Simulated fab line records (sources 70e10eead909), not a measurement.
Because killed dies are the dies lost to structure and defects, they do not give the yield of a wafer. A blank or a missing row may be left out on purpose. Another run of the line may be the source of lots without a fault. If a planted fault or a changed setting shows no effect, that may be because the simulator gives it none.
The tool behind it: which one? || flow nand-harc || Sampling: 6 lots, 18 wafers, 2 of 1302 route steps

== WHAT THE GAUGES READ, wafer by wafer ==
NHARC_P_ZERO_WELL_CD_MEAS_11: the cd target is 500 nm.
{"lot": "L688", "measured": "day 2 17:16", "on": "cd-sem-03", "cd-nm (nm)": "499.1 499.5 499.9"}
{"lot": "L690", "measured": "day 3 13:14", "on": "cd-sem-01", "cd-nm (nm)": "501.1 499.0 501.3"}
{"lot": "L695", "measured": "day 5 15:14", "on": "cd-sem-02", "cd-nm (nm)": "501.3 502.3 500.7"}
{"lot": "L705", "measured": "day 9 19:14", "on": "cd-sem-02", "cd-nm (nm)": "477.9 475.1 477.0"}
{"lot": "L707", "measured": "day 10 15:14", "on": "cd-sem-02", "cd-nm (nm)": "499.5 502.3 500.4"}
{"lot": "L709", "measured": "day 11 11:14", "on": "cd-sem-01", "cd-nm (nm)": "499.4 500.1 499.3"}

== TOOL THAT RAN EACH LOT (tool first, then ch and the chambers of the sampled wafers, then the start) ==
{"lot": "L688", "NHARC_P_ZERO_WELL_PEB_09": "litho-track-02 ch 0, day 2 17:10"}
{"lot": "L690", "NHARC_P_ZERO_WELL_PEB_09": "litho-track-02 ch 0, day 3 13:09"}
{"lot": "L695", "NHARC_P_ZERO_WELL_PEB_09": "litho-track-05 ch 0, day 5 15:10"}
{"lot": "L705", "NHARC_P_ZERO_WELL_PEB_09": "litho-track-03 ch 0, day 9 19:09"}
{"lot": "L707", "NHARC_P_ZERO_WELL_PEB_09": "litho-track-05 ch 0, day 10 15:10"}
{"lot": "L709", "NHARC_P_ZERO_WELL_PEB_09": "litho-track-02 ch 0, day 11 11:10"}
- NHARC_P_ZERO_WELL_PEB_09: peb time 80 s.

== THE ANSWER, worked out from the rows above alone ==
Rule: usual is defined by the lots themselves. The widest of any qualifying gaps counts: lots, ordered by their means at a reading, are off when they make up no more than a third of the lots, leave a main group of 4 or more, and stand apart from it by 3 or more times the standard deviation of that group's means. A main group whose means are all the same, to the digits that the tables above print for the reading, isn't used. Also off: a lot with no number at a reading for which 4 or more lots have one. The other lots that the step has rows for count as sound.
Off at NHARC_P_ZERO_WELL_CD_MEAS_11 (cd-nm): L705. The main group: mean 500.3 nm, standard deviation 0.72.
A tool fits if, at a process step before that reading, it ran every lot that is off, and no sound lot after the first of them. The gauges at NHARC_P_ZERO_WELL_CD_MEAS_11 are tried like those tools. One candidate fits, namely litho-track-03 at NHARC_P_ZERO_WELL_PEB_09. It ran no sound lot before its first lot that is off in this sample, so the start can't be narrowed down.

== WHAT THE SIMULATOR HAD PUT IN ==
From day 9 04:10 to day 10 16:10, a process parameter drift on litho-track-03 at NHARC_P_ZERO_WELL_PEB_09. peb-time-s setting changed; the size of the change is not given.
Shown lots that were struck: L705. The rule above reached the same finding.
